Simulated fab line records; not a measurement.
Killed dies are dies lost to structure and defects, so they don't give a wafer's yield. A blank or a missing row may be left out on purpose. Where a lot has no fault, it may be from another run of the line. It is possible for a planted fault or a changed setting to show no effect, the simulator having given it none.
Matching of chambers + flow nand_harc + NHARC_A_M0_DEP_32 on pecvd-02 has 3 sister chambers
The step deposits SiCN, target thk 30 nm. 6 wafers are shown with their chamber, then 11 later ones without.

== WAFERS WITH THEIR CHAMBER ==
| wafer  | chamber | heater_power_w (W) | susceptor_temp_C (C) |
|--------|---------|--------------------|----------------------|
| L086.3 | 0       | 548                | 369.74               |
| L087.4 | 2       | 511                | 369.87               |
| L089.4 | 2       | 605                | 369.54               |
| L089.5 | 0       | 496                | 370.16               |
| L089.6 | 1       | 507                | 369.95               |
| L091.1 | 1       | 462                | 369.84               |

== WAFERS MISSING THEIR CHAMBER ==
| wafer  | heater_power_w (W) | susceptor_temp_C (C) |
|--------|--------------------|----------------------|
| L091.4 | 454                | 369.85               |
| L091.5 | 546                | 369.75               |
| L093.2 | 623                | 369.84               |
| L093.3 | 487                | 369.96               |
| L093.6 | 534                | 370.22               |
| L095.2 | 555                | 370.20               |
| L095.3 | 519                | 370.14               |
| L095.6 | 566                | 370.04               |
| L097.3 | 437                | 369.63               |
| L097.4 | 565                | 369.93               |
| L097.6 | 518                | 370.16               |

== EACH ONE'S CHAMBER ==
| wafer  | from the rows above          | in truth |
|--------|------------------------------|----------|
| L091.4 | can't be placed: 1 or 0 or 2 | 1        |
| L091.5 | can't be placed: 2 or 0 or 1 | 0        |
| L093.2 | can't be placed: 2 or 0 or 1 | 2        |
| L093.3 | can't be placed: 1 or 0 or 2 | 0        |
| L093.6 | can't be placed: 0 or 1 or 2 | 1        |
| L095.2 | can't be placed: 0 or 1 or 2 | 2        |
| L095.3 | can't be placed: 0 or 1 or 2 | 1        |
| L095.6 | can't be placed: 0 or 2 or 1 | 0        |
| L097.3 | can't be placed: 1 or 0 or 2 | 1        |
| L097.4 | can't be placed: 0 or 2 or 1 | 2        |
| L097.6 | can't be placed: 0 or 1 or 2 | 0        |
Correct placement for 0 of the 11. Not placeable from these rows: 11 (in 11, the candidates include the true chamber). Wrongly placed: 0.
How it was worked out, from the rows above alone: a wafer's distance from a chamber is the root of the sum, over the readings, of the square of ((its reading less the chamber's mean) divided by the reading's scatter). The wafer belongs to the nearest chamber; if the next one is less than 2 further off, it can't be placed. For every chamber, the mean is computed from those of its wafers that are shown. The scatter: the root of (the sum of the squares of (reading less its chamber's mean) over the shown wafers, divided by (wafers less chambers)).
